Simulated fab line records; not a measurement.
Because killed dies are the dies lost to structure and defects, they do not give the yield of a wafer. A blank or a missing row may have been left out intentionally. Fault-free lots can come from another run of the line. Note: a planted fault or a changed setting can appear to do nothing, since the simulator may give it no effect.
8D (eight disciplines) problem report, filled in by code / flow n5-finfet / the parts of the form that need people (team, actions taken, sign-off) are left out

1. THE PROBLEM
At N5_PASSIVATION_PROBE_49, killed-at-front-end averages 179 over 2 wafers from 2 lots, while fault-free wafers read 41, standard deviation 13. That is +11 standard deviations from the usual mean.
First seen on wafer L239.3, day 18 13:11, on prober-02. The record holds 12 wafers of 4 lots with a number at this step. Rule for "out", or "out of limits": more than 4 standard deviations from the usual mean. Any other wafer with a number is counted as sound.

2. WHAT IT IS AND WHAT IT IS NOT
question=which readings at this step | is=killed-at-front-end, killed-dies | is not=killed_at_M0_to_M3, killed_at_M4_up, killed-at-contacts, killed-at-other, killed-open, killed-short
question=which lots | is=L239, L240 | is not=L227, L229
question=which wafers of those lots | is=L239.3, L240.5 | is not=L239.5, L239.6, L240.1, L240.4
question=read on which tools | is=prober-01, prober-02 | is not=-
question=when | is=from day 18 13:11 | is not=up to then (6 sound wafers); but 4 sound wafers of L239, L240 came after

3. SUSPECTS, AND WHAT RULES EACH OUT
Counting: a tool at a process step up to the reading stays a suspect if it ran every lot that is out. Sound lots after the first of them don't rule it out here, since some wafers of a struck lot are sound.
- rie-diel-04 at N5_GATE_CUT_ETCH_37 (etches SOC in N2/H2, target depth 60 nm, overetch 12 nm, time 90 s): kept. Every lot that is out went through it, the first being L239 (day 9 12:58); the last sound lot it ran before that was L229 (day 6 18:05).
- Within rie-diel-04 at N5_GATE_CUT_ETCH_37: the wafers that are out ran in chamber 3; their sound lot-mates ran in chambers 0, 1.
Left after counting: rie-diel-04 at N5_GATE_CUT_ETCH_37.

4. THE CAUSE (what the simulator had put in)
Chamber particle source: rie-diel-04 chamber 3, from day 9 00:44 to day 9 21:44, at N5_GATE_CUT_ETCH_37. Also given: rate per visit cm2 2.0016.
Counting left only this tool.

5. THE CHAIN OF EFFECTS, in route order
One row per reading whose mean, taken over the struck wafers that have a number, lies over 3 standard deviations from the usual. Only readings whose record carries a usual standard deviation are examined. hours: median over the lots of the time between each lot's start at the first step of this table that gives one and its start at this step. sigmas: the change, counted in usual standard deviations.
hours=0; step=N5_PASSIVATION_PROBE_49; reading=killed-at-front-end; usual=41; on struck wafers=179; change=+138; sigmas=+11
hours=0; step=N5_PASSIVATION_PROBE_49; reading=killed-dies; usual=103; on struck wafers=230; change=+128; sigmas=+6.4
Process steps it contains:
- N5_PASSIVATION_PROBE_49

6. HOW IT WOULD HAVE BEEN CAUGHT EARLIER
In this record the first reading out of limits was taken at day 18 13:11, 228 hours after the fault began at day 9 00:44.
Of the tool readings at N5_GATE_CUT_ETCH_37 for which the record gives a usual standard deviation, none was out on any struck wafer, so an alarm limit of 4 standard deviations on them would not have fired.
The start of N5_GATE_CUT_ETCH_37 on rie-diel-04 came by day 18 13:11 for every one of the lots that are out (2). Holding the tool at that point would not have protected any of them.
